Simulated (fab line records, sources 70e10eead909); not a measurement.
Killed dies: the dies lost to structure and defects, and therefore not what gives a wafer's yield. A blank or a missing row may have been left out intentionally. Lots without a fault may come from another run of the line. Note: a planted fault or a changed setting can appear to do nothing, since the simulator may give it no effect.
Matching of chambers :: flow nand_harc :: ald_hk-03 running NHARC_A_CHANNEL_FILL_D2_ALD_14: 4 sister chambers
The step deposits SiO2, target thk 2.5 nm, pulse time 10 s, ald cycles 25. 4 wafers are shown with their chamber, then 6 later ones without.

WAFERS PAIRED WITH THEIR CHAMBERS
wafer: L598.6
chamber: 2
precursor_pulse_height_rel: 1.020

wafer: L599.1
chamber: 1
precursor_pulse_height_rel: 1.009

wafer: L599.5
chamber: 3
precursor_pulse_height_rel: 1.030

wafer: L599.6
chamber: 0
precursor_pulse_height_rel: 0.996

WAFERS MISSING THEIR CHAMBER
wafer: L600.1
precursor_pulse_height_rel: 0.978

wafer: L600.4
precursor_pulse_height_rel: 1.023

wafer: L600.6
precursor_pulse_height_rel: 1.020

wafer: L603.1
precursor_pulse_height_rel: 0.972

wafer: L603.4
precursor_pulse_height_rel: 1.017

wafer: L603.6
precursor_pulse_height_rel: 0.992

CHAMBER TAKEN BY EACH
wafer: L600.1
from the rows above: can't be placed: 0 or 1 or 2
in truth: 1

wafer: L600.4
from the rows above: can't be placed: 2 or 3 or 1 or 0
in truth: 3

wafer: L600.6
from the rows above: can't be placed: 2 or 3 or 1 or 0
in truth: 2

wafer: L603.1
from the rows above: can't be placed: 0 or 1 or 2
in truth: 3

wafer: L603.4
from the rows above: can't be placed: 2 or 1 or 3 or 0
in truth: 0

wafer: L603.6
from the rows above: can't be placed: 0 or 1 or 2
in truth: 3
Correctly placed: 0 of 6. Unplaceable from these rows: 6, with the true chamber sitting among the candidates in 4. Wrongly placed: 0.
How it was worked out, from the rows above alone: a wafer's distance from a chamber is the root of the sum, over the readings, of the square of ((its reading less the chamber's mean) divided by the reading's scatter). If the next closest chamber is less than 2 further off than the closest, the wafer can't be placed; otherwise it belongs to the closest. A chamber's mean is the mean of its shown wafers. The scatter (one wafer shown for each chamber): square how far every hidden wafer sits from the nearest shown wafer, average those squares and take the square root.
